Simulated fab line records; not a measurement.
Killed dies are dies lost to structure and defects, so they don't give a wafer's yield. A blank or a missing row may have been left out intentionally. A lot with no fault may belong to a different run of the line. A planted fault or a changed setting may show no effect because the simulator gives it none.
Matching of chambers || flow n5-finfet || N5_BEOL_M7_ALD_77 on ald-metal-03 has 4 sister chambers
The step deposits TaN, target thk 2 nm, pulse time 2 s, purge time 3 s. 8 wafers are shown with their chamber, then 7 later ones without.

== WAFERS PAIRED WITH THEIR CHAMBERS ==
{"wafer": "L078.5", "chamber": 3, "heater-power-w (W)": 464}
{"wafer": "L083.5", "chamber": 3, "heater-power-w (W)": 463}
{"wafer": "L084.4", "chamber": 1, "heater-power-w (W)": 381}
{"wafer": "L087.2", "chamber": 0, "heater-power-w (W)": 524}
{"wafer": "L087.3", "chamber": 2, "heater-power-w (W)": 431}
{"wafer": "L087.4", "chamber": 1, "heater-power-w (W)": 387}
{"wafer": "L090.3", "chamber": 0, "heater-power-w (W)": 519}
{"wafer": "L090.4", "chamber": 2, "heater-power-w (W)": 423}

== WAFERS WHOSE CHAMBER IS MISSING ==
{"wafer": "L090.5", "heater-power-w (W)": 465}
{"wafer": "L092.1", "heater-power-w (W)": 433}
{"wafer": "L092.2", "heater-power-w (W)": 458}
{"wafer": "L092.3", "heater-power-w (W)": 380}
{"wafer": "L096.2", "heater-power-w (W)": 472}
{"wafer": "L096.3", "heater-power-w (W)": 418}
{"wafer": "L096.4", "heater-power-w (W)": 389}

== EACH ONE'S CHAMBER ==
{"wafer": "L090.5", "from the rows above": 3, "in truth": 3}
{"wafer": "L092.1", "from the rows above": 2, "in truth": 2}
{"wafer": "L092.2", "from the rows above": 3, "in truth": 3}
{"wafer": "L092.3", "from the rows above": 1, "in truth": 1}
{"wafer": "L096.2", "from the rows above": 3, "in truth": 3}
{"wafer": "L096.3", "from the rows above": 2, "in truth": 2}
{"wafer": "L096.4", "from the rows above": 1, "in truth": 1}
Correct placement for 7 of the 7. From these rows, 0 cannot be placed. Wrongly placed: 0.
How it was worked out, from the rows above alone: a wafer's distance from a chamber is the root of the sum, over the readings, of the square of ((its reading less the chamber's mean) divided by the reading's scatter). If the next closest chamber is less than 2 further off than the closest, the wafer can't be placed; otherwise it belongs to the closest. For every chamber, the mean is computed from those of its wafers that are shown. The scatter: the root of (the sum of the squares of (reading less its chamber's mean) over the shown wafers, divided by (wafers less chambers)).
